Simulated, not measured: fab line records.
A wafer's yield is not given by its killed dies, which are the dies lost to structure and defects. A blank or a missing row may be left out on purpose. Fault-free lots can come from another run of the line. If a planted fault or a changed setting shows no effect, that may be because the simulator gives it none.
Matching of chambers + flow n5_finfet + N5_MOL_CONTACT_COAG_ETCH_48 on rie_diel-06 has 4 sister chambers
The step etches SiOC in C4F6/O2, target depth 15 nm, overetch 4.5 nm, time 17 s. 4 wafers are shown with their chamber, then 10 later ones without.

== WAFERS, EACH WITH ITS CHAMBER ==
| wafer  | chamber | showerhead_plenum_p_Torr (Torr) |
|--------|---------|---------------------------------|
| L084.1 | 3       | 2.77                            |
| L084.5 | 0       | 2.81                            |
| L085.2 | 2       | 3.01                            |
| L085.4 | 1       | 2.95                            |

== WAFERS MISSING THEIR CHAMBER ==
| wafer  | showerhead_plenum_p_Torr (Torr) |
|--------|---------------------------------|
| L085.5 | 2.77                            |
| L089.1 | 2.81                            |
| L089.2 | 2.77                            |
| L089.6 | 2.77                            |
| L094.3 | 3.01                            |
| L094.5 | 3.01                            |
| L094.6 | 2.94                            |
| L097.3 | 2.80                            |
| L097.4 | 2.94                            |
| L097.5 | 2.76                            |

== EACH ONE'S CHAMBER ==
| wafer  | from the rows above | in truth |
|--------|---------------------|----------|
| L085.5 | 3                   | 3        |
| L089.1 | 0                   | 0        |
| L089.2 | 3                   | 3        |
| L089.6 | 3                   | 3        |
| L094.3 | 2                   | 2        |
| L094.5 | 2                   | 2        |
| L094.6 | 1                   | 1        |
| L097.3 | 0                   | 0        |
| L097.4 | 1                   | 1        |
| L097.5 | 3                   | 3        |
Placed correctly: 10 of 10. Not placeable from these rows: 0. Number placed wrongly: 0.
How it was worked out, from the rows above alone: a wafer's distance from a chamber is the root of the sum, over the readings, of the square of ((its reading less the chamber's mean) divided by the reading's scatter). The wafer belongs to the nearest chamber; if the next one is less than 2 further off, it can't be placed. The mean given for a chamber averages the wafers shown for that chamber. The scatter: with one shown wafer a chamber, the root of the mean of the squares of how far each hidden wafer lies from its nearest shown one.
